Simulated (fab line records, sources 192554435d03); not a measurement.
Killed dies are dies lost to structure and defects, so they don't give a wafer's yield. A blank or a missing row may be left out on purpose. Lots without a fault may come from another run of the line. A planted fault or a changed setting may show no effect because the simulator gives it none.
One fault seen from 3 desks | flow n5_finfet | each desk has only its own numbers; what lay behind them comes last

THE DEFECT DESK
What the inspections along the route counted, lot by lot: means of the sampled wafers that have a number. A lot is out of limits, marked OUT, if its mean lies more than 4 standard deviations from the usual mean; the brackets give that distance.
Columns: A = raw_defect_count at N5_BEOL_M10_INSPECT_13, usual 392
lot  | first seen here | A
L116 | day 10 13:11    | 362
L121 | day 12 08:40    | 350
L123 | day 12 09:05    | 349
L131 | day 14 10:31    | 423
L134 | day 16 06:38    | 380
L137 | day 16 10:06    | 498
This desk's finding: nothing out of limits on any of the 6 lots.

THE TOOL OWNER'S DESK: rie_diel-01
The tool's own readings at N5_BEOL_M10_ETCH_62 (etches SOC in N2/H2, target depth 110 nm, overetch 22 nm, time 165 s): means of the sampled wafers that have a number, for each lot that ran on this tool. A lot is out of limits, marked OUT, if its mean lies more than 4 standard deviations from the usual mean; the brackets give that distance.
Columns: A = drypump_motor_current_A at N5_BEOL_M10_ETCH_62, usual 5.7 A; B = oes_product_au at N5_BEOL_M10_ETCH_62, usual 0.70 a.u.; C = rf_vpp_V at N5_BEOL_M10_ETCH_62, usual 523.7 V; D = showerhead_plenum_p_Torr at N5_BEOL_M10_ETCH_62, usual 2.54 Torr; E = throttle_valve_pct at N5_BEOL_M10_ETCH_62, usual 17.75 %
lot  | first seen here | A   | B    | C     | D    | E
L121 | day 12 08:58    | 5.9 | 0.72 | 522.7 | 2.50 | 17.68
L123 | day 12 09:14    | 6.1 | 0.70 | 522.5 | 2.50 | 17.78
L134 | day 16 07:14    | 6.3 | 0.67 | 521.8 | 2.49 | 17.87
L137 | day 16 10:16    | 6.0 | 0.68 | 522.2 | 2.49 | 17.75
This desk's finding: nothing out of limits on any of the 4 lots.

THE METROLOGY DESK
What the gauges read, lot by lot, whatever tool the lot ran on: means of the sampled wafers that have a number. A lot is out of limits, marked OUT, if its mean lies more than 4 standard deviations from the usual mean; the brackets give that distance.
Columns: A = cd_nm at N5_BEOL_M10_CD_MEAS_11, usual 64.4 nm; B = M10_OVL at N5_BEOL_M10_OVL_MEAS_12, usual -0.4 nm
lot  | first seen here | A    | B
L116 | day 10 13:08    | 64.0 | -0.4
L121 | day 12 08:37    | 64.5 | -0.0
L123 | day 12 09:02    | 63.7 | -0.4
L131 | day 14 10:27    | 64.3 | -1.6
L134 | day 16 06:34    | 64.7 | -0.6
L137 | day 16 10:03    | 65.1 | -0.5
This desk's finding: nothing out of limits on any of the 6 lots.

PUT TOGETHER
The defect desk saw nothing out of limits.
The tool owner's desk saw nothing out of limits.
The metrology desk saw nothing out of limits.

WHAT THE SIMULATOR HAD PUT IN
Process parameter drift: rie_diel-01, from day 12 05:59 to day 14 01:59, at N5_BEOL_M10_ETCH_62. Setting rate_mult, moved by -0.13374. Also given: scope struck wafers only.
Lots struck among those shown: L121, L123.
